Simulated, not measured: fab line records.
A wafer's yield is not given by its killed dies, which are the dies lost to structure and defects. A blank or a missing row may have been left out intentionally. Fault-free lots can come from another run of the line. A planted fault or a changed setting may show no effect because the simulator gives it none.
fab line records    flow n5Finfet    part 2 of 2: steps 5 to 6 of 6
record lots=18  wafers=54  lastDay=19
route steps=1938 shown BEOL_M0_SAQP@678 BEOL_M0@722 BEOL_M1@767
lots with no fault: from the same line, run without faults
startH: hours from the record's first day to the start of the lot's first wafer shown    waitH: hours elapsed since this lot's preceding step    " unchanged from the row above    L1.1+2: several wafers, shown together as one row    - no value, or no start was given    * or withheld: withheld    < > ~ a bound
route shown NAME@n: a module of which the file shows steps, and the number in the route of the first    usual: mean and standard deviation over wafers with no fault    same: alike in all rows    chamber/n: place in a boat    sites: the reading at each site    _std_site: how widely they spread, as a standard deviation    _edge_site: inner sites' mean taken away from outer sites' mean    radiusMm: for every site, how far away it sits from the centre of the wafer    mask NAME#n: copy n    behind: tool/chamber where the wafer was last shaped    hold: why the lot went on hold/how many hours it stayed there/how the hold came to an end    device: the transistor (n, p or np) that didn't switch    end of line: tests of these same wafers at the route's end    a step given without rows: its recipe and nothing more    killed: the dies lost at the first sort to structure and to defects; this is not the yield of the wafer    map: dies across one wafer; x = killed, . = not, _ = none there
set.NAME: the setting the step ran with; set.NAME@STEP: the setting that earlier step ran with    model.NAME: the simulator's own value behind a step, which no gauge read
route steps across a sampled set of lots; one table per step, one row per wafer
services: a tool's chamber out of use, with start hour (startH, from the record's first day; less than 0 if before it), hours out, and reason
## steps
# step N5_BEOL_M1_DESCUM_16
# recipe chemistry=O2  timeS=7  sourcePowerW=50  biasPowerW=20  pressureMtorr=20  rfFrequencyHz=2.712e+07  tempC=40  resist=CAR-EUV  o2FlowSccm=225
# usual drypumpMotorCurrentA=5.7/0.48  oesProductAu=0.80/0.095  rfVppV=243.3/1.3  showerheadPlenumPTorr=2.10/0.079  throttleValvePct=20.47/0.24
lot.wafer  tool        chamber  startH  waitH  drypumpMotorCurrentA  oesProductAu  rfHoursCounterH  rfVppV  showerheadPlenumPTorr  throttleValvePct
L075.2     rieDiel-02  1        137.80  0.0    6.5                   0.93          12               243.7   2.23                   20.27
L075.4     "           0        "       "      6.1                   0.70          236              243.7   2.13                   20.10
L075.6     "           2        "       "      5.3                   0.82          -                241.9   2.03                   20.43
L077.1     rieDiel-02  0        139.84  0.0    6.1                   0.70          236              243.5   2.13                   20.08
L077.4     "           1        "       "      6.6                   0.91          12               245.4   2.23                   20.26
L077.5     "           0        "       "      6.1                   0.70          -                243.4   2.13                   20.07
L076.1     rieDiel-02  2        143.54  0.0    5.3                   0.82          104              241.0   2.03                   20.45
L076.4     "           0        "       "      6.2                   0.69          238              243.3   2.13                   20.10
L076.5     "           3        "       "      5.2                   0.93          -                243.3   2.12                   20.58
L078.1     rieDiel-05  3        147.60  0.1    5.2                   0.72          191              243.1   2.09                   20.24
L078.3     "           0        "       "      5.8                   0.70          242              242.6   2.05                   20.62
L078.4     "           2        "       "      6.0                   0.77          129              245.4   2.18                   20.78
L079.1     rieDiel-02  0        159.12  0.0    6.1                   0.69          240              243.0   2.13                   20.10
L079.4     "           3        "       "      5.2                   0.92          31               243.9   2.12                   20.60
L079.6     "           3        "       "      5.2                   0.92          -                242.9   2.12                   20.59
L080.1     rieDiel-06  3        161.72  0.0    6.0                   0.71          191              242.2   1.98                   20.60
L080.4     "           0        "       "      5.3                   0.78          115              240.7   1.93                   20.69
L080.6     "           0        "       "      5.3                   0.77          -                239.1   1.93                   20.67
L081.1     rieDiel-06  0        167.52  0.1    5.2                   0.78          117              240.8   1.93                   20.69
L081.3     "           3        "       "      6.0                   0.71          193              241.8   1.98                   20.63
L081.4     "           2        "       "      6.1                   0.95          7                243.1   2.14                   20.53
L083.2     rieDiel-02  0        185.59  0.0    6.2                   0.69          246              243.8   2.13                   20.10
L083.4     "           2        "       "      5.3                   0.82          113              242.5   2.02                   20.47
L083.6     "           2        "       "      5.3                   0.82          -                242.3   2.02                   20.46
L084.1     rieDiel-02  2        188.27  0.0    5.3                   0.81          114              243.7   2.02                   20.46
L084.4     "           3        "       "      5.2                   0.90          38               243.3   2.11                   20.61
L084.6     "           3        "       "      5.3                   0.90          -                243.0   2.11                   20.58
L085.2     rieDiel-02  1        199.12  0.0    6.6                   0.89          27               244.9   2.23                   20.30
L085.3     "           3        "       "      5.2                   0.90          41               244.5   2.11                   20.61
L085.4     "           1        "       "      6.6                   0.88          -                244.0   2.23                   20.29
L086.1     rieDiel-02  1        202.37  0.3    6.5                   0.88          28               244.5   2.23                   20.29
L086.5     "           3        "       "      5.2                   0.89          -                242.8   2.11                   20.62
L086.6     "           1        "       "      6.5                   0.89          -                245.8   2.23                   20.30
L089.2     rieDiel-02  3        215.95  0.4    5.2                   0.89          50               244.0   2.11                   20.62
L089.3     "           1        "       "      6.6                   0.87          35               246.5   2.23                   20.30
L089.6     "           2        "       "      5.3                   0.80          -                241.4   2.02                   20.46
L090.3     rieDiel-06  3        224.03  0.0    6.0                   0.70          211              242.4   1.98                   20.63
L090.4     "           0        "       "      5.2                   0.75          138              240.3   1.92                   20.70
L090.5     "           0        "       "      5.2                   0.75          -                241.1   1.92                   20.71
L091.1     rieDiel-02  0        224.46  0.0    6.1                   0.96          1                244.5   2.13                   19.67
L091.2     "           3        "       "      5.2                   0.88          54               243.0   2.11                   20.62
L091.6     "           3        "       "      5.3                   0.87          -                244.9   2.11                   20.64
L092.1     rieDiel-05  1        232.74  0.0    5.6                   0.67          239              243.8   2.15                   20.51
L092.2     "           2        "       "      6.0                   0.74          155              244.9   2.17                   20.81
L092.6     "           0        "       "      5.8                   0.96          -                242.9   2.05                   20.29
L094.1     rieDiel-05  0        248.68  0.4    5.8                   0.95          14               243.5   2.04                   20.30
L094.2     "           1        "       "      5.6                   0.67          245              244.6   2.15                   20.53
L094.5     "           2        "       "      6.0                   0.74          -                243.7   2.17                   20.84
L095.2     rieDiel-05  1        252.04  0.0    5.6                   0.67          246              243.7   2.15                   20.53
L095.5     "           3        "       "      5.1                   0.69          -                243.2   2.08                   20.28
L095.6     "           2        "       "      6.0                   0.74          -                244.1   2.17                   20.83
L097.2     rieDiel-06  3        266.01  0.2    6.0                   0.68          226              242.1   1.97                   20.65
L097.3     "           2        "       "      6.1                   0.87          40               243.2   2.13                   20.57
L097.6     "           1        "       "      6.5                   0.73          -                243.0   2.08                   20.80
# step N5_BEOL_M1_ETCH_63
# recipe chemistry=CF4  target=SiARC  targetDepthA=156  maskMaterial=CAR-EUV  timeS=26  ionEnergyEv=80  pressureMtorr=40  sourceW=545  biasW=36  Ar_flow_sccm=100  cf4FlowSccm=100  ends=cleared
# usual biasW=36.00/0.11  cf4FlowSccm=100.0/0.33  drypumpMotorCurrentA=5.7/0.48  etchRfOnTimeS=25.8/0.64  mfcArSccm=100.0/0.45  oesProductAu=0.69/0.082  rfVppV=184.2/1.2  showerheadPlenumPTorr=2.15/0.075  throttleValvePct=15.64/0.24
lot.wafer  tool        chamber  startH  waitH  biasW  cf4FlowSccm  drypumpMotorCurrentA  etchRfOnTimeS  mfcArSccm  oesProductAu  rfHoursCounterH  rfVppV  showerheadPlenumPTorr  throttleValvePct
L075.2     rieDiel-02  1        137.85  0.0    36.08  100.0        6.5                   25.5           100.1      0.79          12               187.0   2.26                   15.31
L075.4     "           0        "       "      36.22  99.7         6.1                   25.3           99.6       0.61          236              185.1   2.21                   15.50
L075.6     "           2        "       "      36.00  99.7         5.3                   25.0           99.6       0.70          -                183.1   2.07                   15.56
L077.1     rieDiel-02  0        139.89  0.0    35.79  100.3        6.1                   25.2           100.1      0.61          236              184.5   2.21                   15.50
L077.4     "           1        "       "      35.86  99.6         6.6                   25.6           99.5       0.80          12               185.3   2.26                   15.32
L077.5     "           0        "       "      36.02  100.9        6.2                   25.2           99.9       0.61          -                185.7   2.21                   15.48
L076.1     rieDiel-02  2        143.59  0.0    35.90  99.8         5.3                   25.3           99.8       0.70          104              182.8   2.07                   15.56
L076.4     "           0        "       "      36.09  100.1        6.2                   25.2           100.3      0.61          238              184.0   2.21                   15.48
L076.5     "           3        "       "      36.05  99.5         5.2                   25.3           99.9       0.80          -                184.5   2.18                   15.75
L078.1     rieDiel-05  3        147.65  0.0    35.95  99.7         5.1                   26.1           100.1      0.62          191              183.3   2.12                   15.36
L078.3     "           0        "       "      36.12  100.0        5.8                   26.4           99.7       0.61          242              183.2   2.12                   15.89
L078.4     "           2        "       "      35.97  100.1        6.0                   25.5           100.1      0.66          129              184.6   2.23                   15.97
L079.1     rieDiel-02  0        159.17  0.0    36.06  100.2        6.2                   25.6           99.9       0.60          240              184.1   2.21                   15.49
L079.4     "           3        "       "      35.84  99.9         5.2                   25.2           100.1      0.79          31               183.2   2.18                   15.74
L079.6     "           3        "       "      35.76  99.5         5.2                   25.6           100.1      0.78          -                183.7   2.18                   15.76
L080.1     rieDiel-06  3        161.77  0.0    35.97  100.4        6.0                   26.5           100.0      0.60          191              184.4   2.05                   15.93
L080.4     "           0        "       "      35.83  100.3        5.3                   25.2           99.8       0.68          115              181.8   1.98                   15.78
L080.6     "           0        "       "      35.86  99.5         5.2                   25.1           100.0      0.68          -                181.0   1.98                   15.80
L081.1     rieDiel-06  0        167.57  0.0    36.02  99.6         5.3                   25.1           99.7       0.67          117              181.5   1.98                   15.80
L081.3     "           3        "       "      36.10  100.8        6.0                   26.6           100.5      0.61          193              183.6   2.05                   15.92
L081.4     "           2        "       "      36.00  100.1        6.1                   27.0           100.0      0.80          7                185.6   2.19                   15.62
L083.2     rieDiel-02  0        185.64  0.0    35.96  99.9         6.1                   25.4           100.0      0.60          246              186.0   2.20                   15.51
L083.4     "           2        "       "      35.78  99.4         5.3                   25.2           100.6      0.69          113              182.5   2.07                   15.58
L083.6     "           2        "       "      35.97  99.5         5.3                   25.3           99.6       0.69          -                184.3   2.07                   15.58
L084.1     rieDiel-02  2        188.32  0.0    36.03  99.5         5.3                   25.4           100.0      0.69          114              181.5   2.07                   15.59
L084.4     "           3        "       "      36.04  99.9         5.2                   25.3           100.0      0.78          38               184.0   2.18                   15.77
L084.6     "           3        "       "      35.85  100.1        5.3                   25.2           99.7       0.78          -                183.5   2.18                   15.76
L085.2     rieDiel-02  1        199.17  0.0    36.08  100.3        6.5                   25.6           99.7       0.76          27               184.3   2.26                   15.34
L085.3     "           3        "       "      36.12  99.4         5.2                   25.1           99.9       0.77          41               183.3   2.18                   15.77
L085.4     "           1        "       "      36.03  99.8         6.5                   25.5           100.2      0.77          -                184.2   2.26                   15.33
L086.1     rieDiel-02  1        202.43  0.0    35.90  100.1        6.5                   25.8           100.0      0.76          28               186.3   2.26                   15.35
L086.5     "           3        "       "      36.16  100.0        5.2                   25.3           100.1      0.77          -                184.6   2.17                   15.78
L086.6     "           1        "       "      35.99  100.2        6.5                   26.0           99.8       0.76          -                186.5   2.26                   15.36
L089.2     rieDiel-02  3        216.00  0.0    36.07  99.8         5.2                   25.2           99.5       0.75          50               183.5   2.17                   15.79
L089.3     "           1        "       "      35.98  100.0        6.5                   25.8           100.0      0.75          35               184.7   2.25                   15.35
L089.6     "           2        "       "      35.99  100.5        5.3                   25.2           100.1      0.68          -                184.3   2.06                   15.61
L090.3     rieDiel-06  3        224.09  0.0    36.16  99.7         6.0                   26.4           100.2      0.59          211              183.2   2.05                   15.96
L090.4     "           0        "       "      35.94  100.2        5.2                   25.3           100.0      0.66          138              184.0   1.98                   15.85
L090.5     "           0        "       "      36.04  100.4        5.2                   25.5           99.7       0.64          -                181.8   1.97                   15.85
L091.1     rieDiel-02  0        224.51  0.0    36.03  100.5        6.1                   25.0           100.2      0.84          1                184.1   2.20                   14.99
L091.2     "           3        "       "      35.82  99.9         5.2                   25.1           100.3      0.76          54               183.9   2.17                   15.81
L091.6     "           3        "       "      36.06  100.0        5.3                   25.2           100.7      0.76          -                185.9   2.17                   15.79
L092.1     rieDiel-05  1        232.79  0.0    36.03  100.2        5.6                   27.2           100.3      0.57          239              185.3   2.19                   15.70
L092.2     "           2        "       "      35.91  100.0        6.0                   25.4           100.1      0.65          155              185.3   2.22                   16.02
L092.6     "           0        "       "      35.83  100.2        5.8                   25.8           100.0      0.80          -                182.4   2.11                   15.46
L094.1     rieDiel-05  0        248.73  0.0    36.12  99.9         5.8                   26.0           100.1      0.80          14               183.6   2.11                   15.47
L094.2     "           1        "       "      35.90  100.4        5.6                   27.5           99.9       0.57          245              184.5   2.19                   15.70
L094.5     "           2        "       "      36.03  99.5         6.0                   25.6           99.9       0.63          -                183.5   2.22                   16.04
L095.2     rieDiel-05  1        252.09  0.0    36.00  99.2         5.6                   27.1           99.9       0.57          246              185.0   2.19                   15.72
L095.5     "           3        "       "      35.95  100.1        5.2                   26.2           99.5       0.60          -                184.8   2.11                   15.41
L095.6     "           2        "       "      35.87  100.2        6.0                   25.5           100.0      0.63          -                184.8   2.22                   16.05
L097.2     rieDiel-06  3        266.06  0.0    35.82  99.6         6.0                   26.6           99.6       0.59          226              184.2   2.04                   15.99
L097.3     "           2        "       "      36.10  100.2        6.1                   26.5           99.5       0.74          40               184.9   2.17                   15.67
L097.6     "           1        "       "      36.05  99.8         6.5                   25.3           99.6       0.63          -                184.6   2.11                   15.96
## services
tool        chamber  startH  hours  kind
rieDiel-04  2        110.41  45.9   repair
rieDiel-04  -        115.75  0.4    repair
rieDiel-06  0        117.80  3.6    repair
rieDiel-06  2        121.62  -      clean
rieDiel-02  -        145.67  1.1    repair
rieDiel-04  0        159.67  9.2    repair
rieDiel-04  3        166.89  6.3    repair
rieSi-02    3        174.52  23.4   repair
rieSi-02    0        175.83  7.0    repair
rieDiel-06  3        177.16  1.4    repair
rieDiel-06  1        192.14  6.6    repair
rieSi-02    0        193.10  3.9    repair
rieDiel-01  2        196.01  16.2   repair
rieDiel-02  0        198.85  -      clean
rieDiel-02  0        198.85  -      consumableReplace:focusRing
rieDiel-02  0        198.85  22.0   scheduledDown
rieDiel-02  0        198.85  22.0   ventCycle
rieDiel-06  3        210.04  5.9    repair
rieDiel-05  -        215.11  2.8    pm
rieSi-06    -        218.94  2.8    pm
rieSi-02    0        232.10  4.7    repair
rieDiel-01  0        236.26  2.0    repair
rieDiel-01  1        242.72  9.3    repair
rieDiel-03  1        252.93  10.3   repair
